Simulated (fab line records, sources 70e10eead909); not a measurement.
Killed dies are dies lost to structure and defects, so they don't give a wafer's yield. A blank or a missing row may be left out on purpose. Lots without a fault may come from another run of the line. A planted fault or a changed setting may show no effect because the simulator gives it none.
Chamber matching | flow nand_harc | NHARC_A_STAIRCASE_ETCH_292 on rie_diel-05: 4 sister chambers
The step etches the open film in CF4/CHF3. 4 wafers are shown with their chamber, then 11 later ones without.

WAFERS WITH THEIR CHAMBER
wafer  | chamber | showerhead_plenum_p_Torr (Torr)
L084.2 | 2       | 1.57
L086.2 | 1       | 1.50
L086.5 | 3       | 1.61
L085.1 | 0       | 1.51

WAFERS WITHOUT THEIR CHAMBER
wafer  | showerhead_plenum_p_Torr (Torr)
L085.4 | 1.56
L085.6 | 1.56
L093.1 | 1.61
L093.2 | 1.56
L093.6 | 1.61
L090.2 | 1.61
L090.4 | 1.56
L090.5 | 1.51
L092.1 | 1.50
L092.3 | 1.61
L092.6 | 1.56

WHICH CHAMBER EACH WENT THROUGH
wafer  | from the rows above     | in truth
L085.4 | 2                       | 2
L085.6 | 2                       | 2
L093.1 | 3                       | 3
L093.2 | 2                       | 2
L093.6 | 3                       | 3
L090.2 | 3                       | 3
L090.4 | 2                       | 2
L090.5 | can't be placed: 0 or 1 | 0
L092.1 | can't be placed: 1 or 0 | 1
L092.3 | 3                       | 3
L092.6 | 2                       | 2
Placed correctly: 9 of 11. Can't be placed from these rows: 2 (the true chamber is among the candidates in 2). Placed wrongly: 0.
How it was worked out, from the rows above alone: a wafer's distance from a chamber is the root of the sum, over the readings, of the square of ((its reading less the chamber's mean) divided by the reading's scatter). The wafer belongs to the nearest chamber; if the next one is less than 2 further off, it can't be placed. A chamber's mean is the mean of its shown wafers. The scatter: with one shown wafer a chamber, the root of the mean of the squares of how far each hidden wafer lies from its nearest shown one.
